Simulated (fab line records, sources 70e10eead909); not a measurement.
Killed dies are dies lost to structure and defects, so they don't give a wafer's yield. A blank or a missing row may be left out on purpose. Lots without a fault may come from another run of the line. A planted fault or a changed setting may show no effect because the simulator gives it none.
Chamber matching | flow nand_harc | NHARC_A_M1_DESCUM_14 on rie_diel-05: 4 sister chambers
The step chemistry O2, time 3 s. 22 wafers are shown with their chamber, then 11 later ones without.

WAFERS WITH THEIR CHAMBER
wafer  | chamber | drypump_motor_current_A (A) | rf_vpp_V (V) | throttle_valve_pct (%)
L075.2 | 3       | 5.9                         | 57.8         | 11.300
L075.3 | 0       | 5.3                         | 56.9         | 11.308
L075.4 | 1       | 5.6                         | 56.9         | 11.310
L076.1 | 1       | 5.6                         | 57.6         | 11.297
L076.2 | 0       | 5.3                         | 56.1         | 11.307
L076.5 | 1       | 5.6                         | 58.3         | 11.310
L077.2 | 0       | 5.4                         | 57.2         | 11.313
L077.4 | 3       | 5.9                         | 58.1         | 11.312
L077.6 | 2       | 6.2                         | 57.9         | 11.319
L079.1 | 0       | 5.3                         | 56.7         | 11.310
L079.2 | 2       | 6.2                         | 58.0         | 11.302
L079.5 | 1       | 5.6                         | 57.9         | 11.314
L080.3 | 0       | 5.4                         | 56.7         | 11.311
L080.5 | 1       | 5.6                         | 58.6         | 11.314
L080.6 | 2       | 6.2                         | 58.6         | 11.309
L082.1 | 1       | 5.6                         | 58.4         | 11.313
L082.3 | 0       | 5.3                         | 57.2         | 11.318
L082.5 | 2       | 6.2                         | 57.3         | 11.334
L083.1 | 2       | 6.2                         | 58.2         | 11.320
L083.2 | 3       | 5.9                         | 56.8         | 11.303
L083.5 | 1       | 5.6                         | 58.2         | 11.313
L089.1 | 3       | 5.9                         | 57.4         | 11.308

SIGNATURES (means of the wafers above)
reading                 | chamber 0 | chamber 1 | chamber 2 | chamber 3 | scatter within a chamber
drypump_motor_current_A | 5.333     | 5.600     | 6.200     | 5.900     | 0.0272
rf_vpp_V                | 56.800    | 57.986    | 58.000    | 57.525    | 0.512
throttle_valve_pct      | 11.31117  | 11.31014  | 11.31680  | 11.30575  | 0.00735
Rule: a wafer's distance from a chamber is the root of the sum, over the readings, of the square of ((its reading less the chamber's mean) divided by the reading's scatter). The wafer belongs to the nearest chamber; if the next one is less than 2 further off, it can't be placed. The scatter: the root of (the sum of the squares of (reading less its chamber's mean) over the shown wafers, divided by (wafers less chambers)).

WAFERS WITHOUT THEIR CHAMBER
wafer  | drypump_motor_current_A (A) | rf_vpp_V (V) | throttle_valve_pct (%)
L089.3 | 6.2                         | 57.7         | 11.309
L089.4 | 5.4                         | 58.8         | 11.302
L087.1 | 5.4                         | 56.9         | 11.293
L087.5 | 5.9                         | 58.8         | 11.317
L087.6 | 5.4                         | 56.3         | 11.295
L092.1 | 5.6                         | 58.0         | 11.307
L092.5 | 6.2                         | 59.1         | 11.311
L092.6 | 5.6                         | 55.5         | 11.316
L097.2 | 5.9                         | 57.8         | 11.317
L097.4 | 5.6                         | 57.8         | 11.320
L097.5 | 5.6                         | 56.8         | 11.288

WHICH CHAMBER EACH WENT THROUGH
wafer  | from the rows above | in truth
L089.3 | 2                   | 2
L089.4 | 0                   | 0
L087.1 | 0                   | 0
L087.5 | 3                   | 3
L087.6 | 0                   | 0
L092.1 | 1                   | 1
L092.5 | 2                   | 2
L092.6 | 1                   | 1
L097.2 | 3                   | 3
L097.4 | 1                   | 1
L097.5 | 1                   | 1
Placed correctly: 11 of 11. Can't be placed from these rows: 0. Placed wrongly: 0.
